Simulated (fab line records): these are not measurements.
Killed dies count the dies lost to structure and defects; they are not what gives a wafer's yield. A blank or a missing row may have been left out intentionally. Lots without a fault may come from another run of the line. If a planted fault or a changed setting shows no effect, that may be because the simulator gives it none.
2 desks looking at one fault / flow n5-finfet / numbers are kept per desk, each desk with only its own; the story behind them comes last

== METROLOGY DESK ==
What the gauges read, lot by lot, whatever tool the lot ran on: means of the sampled wafers that have a number. Any lot whose mean is over 4 standard deviations away from the usual mean is out of limits and marked OUT; that distance is given in the brackets. Readings shown: 7 of its 12, picked as those furthest out on some lot.
Columns: A = cd-nm at N5_DUMMY_GATE_CD_MEAS_24, usual 15.0 nm; B = DIBL_N at N5_BEOL_M4_RC_MEAS_101, usual 36.4 mV/V; C = IOFF_N at N5_BEOL_M4_RC_MEAS_101, usual 0.164 nA/um; D = ION_N at N5_BEOL_M4_RC_MEAS_101, usual 675 uA/um; E = SS_N at N5_BEOL_M4_RC_MEAS_101, usual 71.5 mV/dec; F = SS_P at N5_BEOL_M4_RC_MEAS_101, usual 73.3 mV/dec; G = VT_P at N5_BEOL_M4_RC_MEAS_101, usual -250.1 mV
lot=L981; first seen here=day 4 21:30; A=15.2; B=35.1; C=0.144; D=664; E=71.6; F=73.4; G=-246.7
lot=L982; first seen here=day 5 05:11; A=15.2; B=38.3; C=0.171; D=668; E=72.0; F=73.2; G=-246.6
lot=L991; first seen here=day 7 09:54; A=14.7; B=37.1; C=0.173; D=675; E=71.8; F=73.9; G=-247.5
lot=L992; first seen here=day 7 16:46; A=14.9; B=34.8; C=0.141; D=672; E=71.2; F=73.1; G=-250.1
lot=L996; first seen here=day 8 16:46; A=15.3; B=37.5; C=0.177; D=678; E=71.4; F=73.7; G=-249.0
This desk's verdict: no lot among the 5 shows anything out of limits.

== DESK OF THE TOOL OWNER: rie-si-05 ==
The tool's own readings at N5_DUMMY_GATE_ETCH_23 (etches poly-Si in HBr/Cl2/O2, target depth 41 nm, time 22.3 s): means of the sampled wafers that have a number, for each lot that ran on this tool. Any lot whose mean is over 4 standard deviations away from the usual mean is out of limits and marked OUT; that distance is given in the brackets.
Columns: A = drypump-motor-current-A at N5_DUMMY_GATE_ETCH_23, usual 5.5 A; B = oes-product-au at N5_DUMMY_GATE_ETCH_23, usual 1.004 a.u.; C = throttle-valve-pct at N5_DUMMY_GATE_ETCH_23, usual 37.14 %
lot=L981; first seen here=day 4 22:02; A=5.2; B=1.017; C=37.13
lot=L982; first seen here=day 5 05:30; A=5.2; B=1.163 (+8.4) OUT; C=37.02
This desk's finding: out of limits on L982; first on L982, day 5 05:30 (oes-product-au at N5_DUMMY_GATE_ETCH_23). L981 stayed within limits.

== PUT TOGETHER ==
The tool owner's desk had the chance to raise an alarm at day 5 05:30 on L982.
Metrology desk: nothing out of limits seen.
The metrology desk has L982 on record, within its limits.
The lots listed all ran N5_DUMMY_GATE_ETCH_23 on rie-si-05.

== WHAT HAD BEEN PUT IN BY THE SIMULATOR ==
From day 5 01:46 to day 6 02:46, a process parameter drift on rie-si-05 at N5_DUMMY_GATE_ETCH_23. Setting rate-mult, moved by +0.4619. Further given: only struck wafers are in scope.
Shown lots that were struck: L982.
Hours from the fault's start to each desk's first reading out of limits: the tool owner's desk, 4.
